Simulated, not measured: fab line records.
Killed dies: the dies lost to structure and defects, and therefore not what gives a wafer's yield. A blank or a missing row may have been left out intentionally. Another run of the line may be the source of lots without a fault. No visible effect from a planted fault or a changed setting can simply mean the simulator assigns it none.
Which tool did it? | flow nand harc | 10 lots with 30 wafers sampled at 6 steps, on a route of 1302 steps

== WHAT EACH GAUGE READ, for each wafer ==
NHARC_A_CHANNEL_HOLE_D1_INSPECT_40.
lot  | measured     | on                | raw defect count
L960 | day 9 10:39  | defect inspect-02 | 98 127 99
L959 | day 9 11:59  | defect inspect-02 | 41 36 36
L961 | day 9 22:37  | defect inspect-01 | 96 93 126
L963 | day 11 05:02 | defect inspect-02 | 102 74 108
L964 | day 11 05:10 | defect inspect-01 | 39 45 56
L973 | day 15 06:38 | defect inspect-01 | 412 413 432 413 402 431
L974 | day 15 16:52 | defect inspect-02 | 435 470 443 424 459 441
L976 | day 16 06:25 | defect inspect-02 | 69 107 86
L979 | day 17 19:44 | defect inspect-02 | 47 26 40
L981 | day 18 11:54 | defect inspect-02 | 64 58 64

NHARC_END_SORT_01.
lot  | measured     | on        | killed at array | killed at other | killed at periphery | killed dies | killed open | killed short
L973 | day 30 14:07 | prober-01 | 120 91 64       | 0 0 0           | 7 1 0               | 127 92 64   | 2 1 2       | 3 1 3
L974 | day 30 19:56 | prober-02 | 99 101 71       | 5 3 2           | 5 8 7               | 109 112 80  | 4 4 5       | 0 1 1

== WHAT TOOL EACH LOT RAN ON (gives the tool, then ch and the chambers of the sampled wafers, and finally the start) ==
lot  | NHARC_A_CHANNEL_HOLE_D1_ETCH_16               | NHARC_A_CHANNEL_HOLE_D1_ETCH_19  | NHARC_A_CHANNEL_HOLE_D1_ETCH_22  | NHARC_A_CHANNEL_HOLE_D1_ETCH_26
L960 | rie diel-11 ch 0,1,3, day 9 04:57 or earlier  | har etch-02 ch 0,1, day 9 04:57  | har etch-02 ch 0,1, day 9 05:49  | har etch-02 ch 0,1, day 9 08:44
L959 | rie diel-13 ch 0,3, day 9 06:10 or earlier    | har etch-01 ch 1, day 9 06:10    | har etch-01 ch 1, day 9 07:06    | har etch-01 ch 1, day 9 09:56
L961 | rie diel-11 ch 1,3, day 9 16:46 or earlier    | har etch-02 ch 0,1, day 9 16:46  | har etch-02 ch 0,1, day 9 17:48  | har etch-02 ch 0,1, day 9 20:35
L963 | rie diel-13 ch 0,2,3, day 10 23:19 or earlier | har etch-02 ch 0,1, day 10 23:19 | har etch-02 ch 0,1, day 11 00:11 | har etch-02 ch 0,1, day 11 03:08
L964 | rie diel-11 ch 0,2,3, day 10 23:28 or earlier | har etch-01 ch 0,1, day 10 23:28 | har etch-01 ch 0,1, day 11 00:20 | har etch-01 ch 0,1, day 11 03:14
L973 | rie diel-01 ch 0,1,3, day 15 00:55 or earlier | har etch-01 ch 0,1, day 15 00:55 | har etch-01 ch 0,1, day 15 01:47 | har etch-01 ch 0,1, day 15 04:42
L974 | rie diel-11 ch 1,3, day 15 11:09 or earlier   | har etch-01 ch 0, day 15 11:09   | har etch-01 ch 0, day 15 12:01   | har etch-01 ch 0, day 15 14:56
L976 | rie diel-01 ch 2,3, day 16 00:38 or earlier   | har etch-02 ch 0,1, day 16 00:38 | har etch-02 ch 0,1, day 16 01:31 | har etch-02 ch 0,1, day 16 04:26
L979 | rie diel-11 ch 1,2, day 17 14:02 or earlier   | har etch-02 ch 0, day 17 14:02   | har etch-02 ch 0, day 17 14:59   | har etch-02 ch 0, day 17 17:48
L981 | rie diel-11 ch 0,3, day 18 06:09 or earlier   | har etch-01 ch 0,1, day 18 06:09 | har etch-01 ch 0,1, day 18 07:01 | har etch-01 ch 0,1, day 18 09:56
- NHARC_A_CHANNEL_HOLE_D1_ETCH_16: etches the open film in O2/COS, target depth 3100 nm, time 806 s.
- NHARC_A_CHANNEL_HOLE_D1_ETCH_19: etches the open film in C4F8/O2/Ar, time 34.5 s.
- NHARC_A_CHANNEL_HOLE_D1_ETCH_22: etches the open film in C4F8/O2/Ar, time 666.7 s, target depth 1600 nm.
- NHARC_A_CHANNEL_HOLE_D1_ETCH_26: etches the open film in C4F8/O2/Ar, time 224.1 s, target depth 300 nm.

== AS READ BY THE TOOLS THEMSELVES (means over the sampled wafers that have a number; for cases with no such wafer, the mark the record gives instead) ==
NHARC_A_CHANNEL_HOLE_D1_ETCH_16.
lot  | tool        | bias w (W) | cos flow sccm (sccm) | drypump motor current A (A) | oes product au (a.u.) | rf vpp V (V) | showerhead plenum p Torr (Torr) | throttle valve pct (%)
L960 | rie diel-11 | 300.8      | 20.06                | 5.5                         | 0.990                 | 315.0        | 3.17                            | 28.329
L959 | rie diel-13 | 300.7      | 19.97                | 5.5                         | 0.999                 | 315.3        | 3.21                            | 28.343
L961 | rie diel-11 | 300.7      | 20.05                | 5.4                         | 0.987                 | 317.7        | 3.31                            | 28.329
L963 | rie diel-13 | 298.9      | 20.01                | 5.6                         | 1.002                 | 315.6        | 3.19                            | 28.330
L964 | rie diel-11 | 300.0      | 20.02                | 6.0                         | 0.991                 | 314.0        | 3.14                            | 28.326
L973 | rie diel-01 | 299.4      | 19.97                | 5.9                         | 0.994                 | 316.5        | 3.28                            | 28.327
L974 | rie diel-11 | 299.9      | 19.97                | 5.4                         | 0.996                 | 317.0        | 3.31                            | 28.323
L976 | rie diel-01 | 300.5      | 20.02                | 5.7                         | 0.988                 | 314.9        | 3.17                            | 28.324
L979 | rie diel-11 | 299.6      | 20.01                | 5.9                         | 0.993                 | 317.0        | 3.28                            | 28.325
L981 | rie diel-11 | 299.7      | 20.02                | 5.7                         | 0.999                 | 313.0        | 3.02                            | 28.320

NHARC_A_CHANNEL_HOLE_D1_ETCH_19.
lot  | tool        | drypump motor current A (A) | oes air line au (a.u.) | showerhead plenum p Torr (Torr) | throttle valve pct (%)
L960 | har etch-02 | 5.9                         | 1.010                  | 3.59                            | 37.042
L959 | har etch-01 | 5.4                         | 1.011                  | 3.77                            | 37.031
L961 | har etch-02 | 5.8                         | 1.016                  | 3.67                            | 37.033
L963 | har etch-02 | 5.8                         | 0.995                  | 3.66                            | 37.041
L964 | har etch-01 | 5.3                         | 1.016                  | 3.75                            | 37.036
L973 | har etch-01 | 5.3                         | 1.004                  | 3.72                            | 37.033
L974 | har etch-01 | 5.1                         | 1.013                  | 3.70                            | 37.032
L976 | har etch-02 | 5.8                         | 0.993                  | 3.62                            | 37.039
L979 | har etch-02 | 5.6                         | 0.989                  | 3.69                            | 37.047
L981 | har etch-01 | 5.3                         | 0.983                  | 3.69                            | 37.043

NHARC_A_CHANNEL_HOLE_D1_ETCH_22.
lot  | tool        | drypump motor current A (A) | oes air line au (a.u.) | showerhead plenum p Torr (Torr) | throttle valve pct (%)
L960 | har etch-02 | 5.9                         | 0.998                  | 3.56                            | 32.153
L959 | har etch-01 | 5.4                         | 1.003                  | 3.73                            | 32.152
L961 | har etch-02 | 5.8                         | 0.983                  | 3.63                            | 32.152
L963 | har etch-02 | 5.8                         | 1.001                  | 3.62                            | 32.148
L964 | har etch-01 | 5.3                         | 0.985                  | 3.70                            | 32.147
L973 | har etch-01 | 5.3                         | 1.007                  | 3.67                            | 32.152
L974 | har etch-01 | 5.2                         | 0.979                  | 3.66                            | 32.163
L976 | har etch-02 | 5.8                         | 0.990                  | 3.58                            | 32.143
L979 | har etch-02 | 5.6                         | 0.990                  | 3.65                            | 32.149
L981 | har etch-01 | 5.3                         | 0.988                  | 3.65                            | 32.152

NHARC_A_CHANNEL_HOLE_D1_ETCH_26.
lot  | tool        | drypump motor current A (A) | oes air line au (a.u.) | showerhead plenum p Torr (Torr) | throttle valve pct (%)
L960 | har etch-02 | 5.9                         | 0.994                  | 3.60                            | 24.576
L959 | har etch-01 | 5.4                         | 0.983                  | 3.77                            | 24.584
L961 | har etch-02 | 5.8                         | 0.998                  | 3.67                            | 24.586
L963 | har etch-02 | 5.8                         | 0.984                  | 3.66                            | 24.589
L964 | har etch-01 | 5.3                         | 1.001                  | 3.75                            | 24.589
L973 | har etch-01 | 5.3                         | 0.995                  | 3.72                            | 24.584
L974 | har etch-01 | 5.2                         | 0.993                  | 3.70                            | 24.580
L976 | har etch-02 | 5.8                         | 1.017                  | 3.62                            | 24.590
L979 | har etch-02 | 5.6                         | 1.016                  | 3.69                            | 24.574
L981 | har etch-01 | 5.3                         | 1.008                  | 3.69                            | 24.595

== THE ANSWER, worked out from the rows above alone ==
Rule: what is usual is taken from the lots themselves. The widest of any qualifying gaps counts: lots, ordered by their means at a reading, are off when they make up no more than a third of the lots, leave a main group of 4 or more, and stand apart from it by 3 or more times the standard deviation of that group's means. If all means in a main group match to the digits the tables above print for the reading, that group is not used. Also off: a lot with no number at a reading for which 4 or more lots have one. The other lots that the step has rows for count as sound. The gauges are gone through in route order, then the tools' own readings, and for those a lot's mean is taken as printed above. The first step at which some lot is off is used, and at that step the reading that is off furthest; a lot without a number counts as furthest.
Off at NHARC_A_CHANNEL_HOLE_D1_INSPECT_40 (raw defect count): L973, L974. Main group: mean 72, sd 28.
If a tool, at a process step before that reading, ran all the lots that are off and no sound lot after the first of them, it fits. Those tools and the gauges at NHARC_A_CHANNEL_HOLE_D1_INSPECT_40 are tried in the same way. Because NHARC_A_CHANNEL_HOLE_D1_ETCH_16 lacks a start for some lots, the hours and order of its lots are taken from NHARC_A_CHANNEL_HOLE_D1_ETCH_19. Of those tried, none fits.

== WHAT WAS PUT IN BY THE SIMULATOR ==
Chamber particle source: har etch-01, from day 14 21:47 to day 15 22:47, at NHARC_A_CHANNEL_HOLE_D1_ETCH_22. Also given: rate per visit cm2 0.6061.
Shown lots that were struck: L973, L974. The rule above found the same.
